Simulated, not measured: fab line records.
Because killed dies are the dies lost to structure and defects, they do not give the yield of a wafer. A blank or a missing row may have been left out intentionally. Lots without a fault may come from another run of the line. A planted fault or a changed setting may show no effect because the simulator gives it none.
Which tool is to blame? ; flow n5-finfet ; Sampling: 9 lots, 27 wafers, 8 of 1938 route steps

WHAT THE GAUGES SHOWED, per wafer
N5_STI_FIN_REVEAL_INSPECT_13: inspects for defects (darkfield).
lot;measured;on;raw-defect-count
L509;day 2 13:01;defect-inspect-02;18 15 17
L510;day 2 19:01;defect-inspect-01;18 15 10
L515;day 4 01:00;defect-inspect-02;13 7 25
L522;day 6 01:07;defect-inspect-02;12 26 10
L523;day 6 03:41;defect-inspect-02;12 17 21
L525;day 6 14:59;defect-inspect-02;13 18 7
L527;day 7 02:37;defect-inspect-01;22 27 16
L528;day 7 08:44;defect-inspect-01;18 11 10
L532;day 8 10:17;defect-inspect-02;10 7 11

N5_DUMMY_GATE_THK_MEAS_05.
lot;measured;on;thk-nm (nm)
L509;day 2 17:30;film-metro-02;70.2 72.8 70.0
L510;day 3 01:02;film-metro-02;71.4 69.3 71.6
L515;day 4 06:05;film-metro-02;72.7 72.8 72.0
L522;day 6 06:02;film-metro-01;52.5 52.9 53.3
L523;day 6 09:41;film-metro-01;51.8 50.8 53.0
L525;day 6 21:13;film-metro-01;72.5 72.4 69.8
L527;day 7 06:47;film-metro-02;72.4 73.8 72.1
L528;day 7 13:05;film-metro-01;73.2 71.3 73.4
L532;day 8 14:57;film-metro-01;72.5 71.7 72.0

N5_DUMMY_GATE_INSPECT_17: inspects for defects (brightfield).
lot;measured;on;raw-defect-count
L509;day 2 22:02;defect-inspect-02;292 226 271
L510;day 3 05:25;defect-inspect-01;177 119 179
L515;day 4 10:37;defect-inspect-02;363 254 301
L522;day 6 11:14;defect-inspect-01;218 167 241
L523;day 6 14:04;defect-inspect-01;185 203 189
L525;day 7 01:36;defect-inspect-01;162 194 228
L527;day 7 11:11;defect-inspect-01;246 224 257
L528;day 7 17:36;defect-inspect-02;163 126 179
L532;day 8 19:28;defect-inspect-01;260 187 242

N5_DUMMY_GATE_CD_MEAS_50 targets a cd of 14 nm.
lot;measured;on;cd-nm (nm)
L509;day 2 22:26;cd-sem-01;14.5 14.3 14.6
L510;day 3 06:59;cd-sem-03;14.8 14.9 14.7
L515;day 4 11:13;cd-sem-01;14.2 13.6 14.5
L522;day 6 11:58;cd-sem-03;14.4 14.5 14.6
L523;day 6 14:43;cd-sem-03;14.5 14.0 14.7
L525;day 7 02:01;cd-sem-02;14.1 14.6 14.3
L527;day 7 11:36;cd-sem-03;14.2 13.4 14.6
L528;day 7 18:04;cd-sem-01;14.2 14.2 13.4
L532;day 8 19:53;cd-sem-03;14.4 14.5 14.4

N5_SDB_THK_MEAS_31.
lot;measured;on;SDB_THK (nm)
L509;day 3 20:52;film-metro-02;62.4 65.1 62.2
L510;day 4 06:20;film-metro-01;63.6 61.5 63.8
L515;day 5 12:16;film-metro-01;64.9 65.0 64.3
L522;day 7 11:21;film-metro-02;44.7 45.1 45.5
L523;day 7 15:55;film-metro-02;44.1 43.0 45.3
L525;day 8 00:35;film-metro-01;64.8 64.6 62.1
L527;day 8 10:46;film-metro-02;64.6 66.0 64.2
L528;day 8 17:32;film-metro-02;65.4 63.5 65.6
L532;day 9 19:17;film-metro-02;64.7 64.0 64.2

N5_BEOL_M4_RC_MEAS_101.
lot;measured;on;DIBL_N (mV/V);DIBL_P (mV/V);IOFF_N (nA/um);IOFF_P (nA/um);ION_N (uA/um);ION_P (uA/um);SS_N (mV/dec);SS_P (mV/dec);VT_N (mV);VT_P (mV)
L509;day 8 15:29;prober-01;35.6 39.3 37.9;34.3 38.9 37.1;0.13 0.22 0.19;0.14 0.20 0.18;654 684 686;441 455 455;71.5 73.0 72.5;72.4 73.8 73.3;255 247 249;-257 -256 -254
L510;day 8 15:54;prober-02;34.8 35.0 33.1;32.0 32.7 30.1;0.13 0.14 0.11;0.19 0.20 0.17;679 682 672;472 478 470;70.9 71.0 70.0;72.6 72.5 72.6;250 249 253;-248 -250 -251
L515;day 9 10:58;prober-01;34.8 37.2 34.0;33.8 36.0 32.3;0.13 0.16 0.12;0.16 0.18 0.13;664 678 660;456 457 448;71.1 71.7 70.9;73.1 73.2 71.5;251 248 255;-257 -253 -257
L522;day 11 12:50;prober-01;35.2 35.3 33.4;34.9 34.9 32.1;0.15 0.14 0.12;0.21 0.21 0.17;683 679 674;467 469 462;71.2 71.3 71.4;73.5 73.1 72.2;248 249 254;-248 -249 -250
L523;day 11 15:32;prober-01;33.4 32.9 36.4;32.6 31.6 34.9;0.11 0.10 0.15;0.17 0.15 0.20;661 643 652;455 453 452;71.3 70.7 72.4;72.1 72.0 72.8;254 260 253;-250 -253 -249
L525;day 12 14:50;prober-01;37.6 35.6 38.4;37.1 36.4 37.6;0.17 0.13 0.22;0.22 0.20 0.24;678 662 669;467 464 460;71.9 71.2 72.4;73.8 72.4 73.7;248 254 249;-246 -250 -248
L527;day 12 19:44;prober-01;33.2 36.7 34.9;32.4 37.0 35.9;0.11 0.16 0.14;0.15 0.20 0.20;670 692 669;451 469 463;70.2 71.6 70.1;72.3 73.0 73.3;255 251 251;-254 -251 -251
L528;day 12 22:39;prober-01;36.2 37.5 37.8;36.9 38.8 38.8;0.18 0.21 0.20;0.22 0.25 0.24;694 697 696;472 472 471;72.3 72.2 72.2;72.9 73.3 73.0;247 246 245;-249 -249 -245
L532;day 14 14:02;prober-02;38.0 36.1 36.0;40.0 37.1 36.9;0.22 0.18 0.17;0.26 0.23 0.21;710 701 689;477 476 467;72.6 71.7 71.4;73.7 73.3 73.6;242 247 246;-247 -250 -250

WHICH TOOL RAN EACH LOT (tool, then ch and the chambers of the sampled wafers, then the start)
lot;N5_DUMMY_GATE_CVD_03;N5_DUMMY_GATE_ETCH_44
L509;lpcvd-01 ch 1/100,1/109,1/90, day 2 13:31;rie-si-04 ch 1,2,3, day 2 22:49
L510;lpcvd-02 ch 1/75,1/79,1/89, day 2 19:13;rie-si-04 ch 1,2, day 3 07:26
L515;lpcvd-02 ch 1/65,1/70,1/89, day 4 02:07;rie-si-06 ch 2,3, day 4 11:37
L522;lpcvd-01 ch 1/70,1/79,1/89, day 6 02:04;rie-si-04 ch 1,2,3, day 6 12:23
L523;lpcvd-01 ch 1/100,1/109,1/95, day 6 05:43;rie-si-06 ch 1,2, day 6 15:19
L525;lpcvd-01 ch 0/65,0/84,0/89, day 6 15:11;rie-si-04 ch 2,3, day 7 02:24
L527;lpcvd-01 ch 0/70,0/84,0/89, day 7 02:49;rie-si-06 ch 1,2, day 7 11:59
L528;lpcvd-01 ch 0/25,0/29,0/34, day 7 09:07;rie-si-01 ch 1,2, day 7 18:26
L532;lpcvd-01 ch 0/15,0/29,0/34, day 8 10:59;rie-si-06 ch 1,2,3, day 8 20:16
- N5_DUMMY_GATE_CVD_03: deposits a-Si from SiH4, target thk 150 nm, time 8042 s.
- N5_DUMMY_GATE_ETCH_44: etches poly-Si in HBr/O2, stops on SiO2, target depth 127.5 nm.

WHAT THE TOOLS THEMSELVES READ (means of the sampled wafers that have a number; where no wafer has one, the mark that the record gives instead)
N5_DUMMY_GATE_CVD_03.
lot;tool;zone-power-bottom-pct (%)
L509;lpcvd-01;10.6
L510;lpcvd-02;9.9
L515;lpcvd-02;9.9
L522;lpcvd-01;10.6
L523;lpcvd-01;10.7
L525;lpcvd-01;10.7
L527;lpcvd-01;10.8
L528;lpcvd-01;10.7
L532;lpcvd-01;10.7

N5_DUMMY_GATE_ETCH_44.
lot;tool;drypump-motor-current-A (A);he-backside-leak-sccm (sccm);oes-product-au (a.u.);throttle-valve-pct (%)
L509;rie-si-04;5.6;3.04;0.734;18.54
L510;rie-si-04;5.2;2.88;0.727;18.50
L515;rie-si-06;6.1;2.28;0.726;18.30
L522;rie-si-04;5.6;3.00;0.643;18.54
L523;rie-si-06;5.6;2.57;0.630;18.28
L525;rie-si-04;5.4;2.92;0.738;18.52
L527;rie-si-06;5.7;2.43;0.732;18.27
L528;rie-si-01;5.4;2.71;0.741;18.58
L532;rie-si-06;6.0;2.44;0.729;18.31

THE ANSWER, worked out from the rows above alone
Rule: usual is defined by the lots themselves. Put in order of their means at a reading, lots are off if they are a third of the lots or fewer, leave a main group of 4 or more, and stand apart from it by a gap of 3 or more times the standard deviation of the main group's means; of several such gaps the widest counts. A main group is skipped when, at the precision printed for the reading in the tables above, its means are all equal. Also off: a lot with no number at a reading for which 4 or more lots have one. Where the step has rows for the other lots, those lots are counted as sound. Order of review: gauges by route order, followed by the tools' own readings, for which a lot's mean as printed above is used. At the first step where some lot is off, the reading lying furthest off is the one used; lots without a number count as furthest.
Off: L522, L523, at N5_DUMMY_GATE_THK_MEAS_05 (thk-nm). Mean 71.9 nm and standard deviation 0.74 in the main group.
If a tool, at a process step before that reading, ran all the lots that are off and no sound lot after the first of them, it fits. Not tried: the gauges at N5_DUMMY_GATE_THK_MEAS_05; whatever is off there is also off at N5_SDB_THK_MEAS_31, on other tools, and gauge error can't account for it. Not one of the candidates tried fits.

WHAT WAS PUT IN BY THE SIMULATOR
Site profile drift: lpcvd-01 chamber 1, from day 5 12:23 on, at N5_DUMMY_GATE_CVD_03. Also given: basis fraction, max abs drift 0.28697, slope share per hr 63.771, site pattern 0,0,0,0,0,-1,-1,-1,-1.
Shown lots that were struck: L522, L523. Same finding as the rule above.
